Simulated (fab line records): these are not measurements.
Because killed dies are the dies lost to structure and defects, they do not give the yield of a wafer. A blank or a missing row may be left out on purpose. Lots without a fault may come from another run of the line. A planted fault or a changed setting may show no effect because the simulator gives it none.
Matching of chambers || flow n5 finfet || 4 sister chambers for N5_BEOL_M14_DESCUM_33 on rie diel-05
The step chemistry O2, time 7.9 s. 4 wafers are shown with their chamber, then 10 later ones without.

WAFERS PAIRED WITH THEIR CHAMBERS
{"wafer": "L081.6", "chamber": 3, "drypump motor current A (A)": 5.1}
{"wafer": "L087.6", "chamber": 0, "drypump motor current A (A)": 5.3}
{"wafer": "L089.2", "chamber": 2, "drypump motor current A (A)": 5.4}
{"wafer": "L089.4", "chamber": 1, "drypump motor current A (A)": 6.6}

WAFERS WITHOUT THEIR CHAMBER
{"wafer": "L089.6", "drypump motor current A (A)": 5.1}
{"wafer": "L088.1", "drypump motor current A (A)": 5.1}
{"wafer": "L088.5", "drypump motor current A (A)": 5.5}
{"wafer": "L088.6", "drypump motor current A (A)": 6.6}
{"wafer": "L090.1", "drypump motor current A (A)": 5.4}
{"wafer": "L090.2", "drypump motor current A (A)": 6.6}
{"wafer": "L090.6", "drypump motor current A (A)": 6.6}
{"wafer": "L096.1", "drypump motor current A (A)": 5.1}
{"wafer": "L096.4", "drypump motor current A (A)": 5.5}
{"wafer": "L096.5", "drypump motor current A (A)": 6.6}

THE CHAMBER EACH PASSED THROUGH
{"wafer": "L089.6", "from the rows above": 3, "in truth": 3}
{"wafer": "L088.1", "from the rows above": 3, "in truth": 3}
{"wafer": "L088.5", "from the rows above": 2, "in truth": 2}
{"wafer": "L088.6", "from the rows above": 1, "in truth": 1}
{"wafer": "L090.1", "from the rows above": 2, "in truth": 2}
{"wafer": "L090.2", "from the rows above": 1, "in truth": 1}
{"wafer": "L090.6", "from the rows above": 1, "in truth": 1}
{"wafer": "L096.1", "from the rows above": 3, "in truth": 3}
{"wafer": "L096.4", "from the rows above": 2, "in truth": 2}
{"wafer": "L096.5", "from the rows above": 1, "in truth": 1}
Correctly placed: 10 of 10. From these rows, 0 cannot be placed. Placed wrongly: 0.
How it was worked out, from the rows above alone: a wafer's distance from a chamber is the root of the sum, over the readings, of the square of ((its reading less the chamber's mean) divided by the reading's scatter). If the next closest chamber is less than 2 further off than the closest, the wafer can't be placed; otherwise it belongs to the closest. The mean given for a chamber averages the wafers shown for that chamber. The scatter (one wafer shown for each chamber): square how far every hidden wafer sits from the nearest shown wafer, average those squares and take the square root.
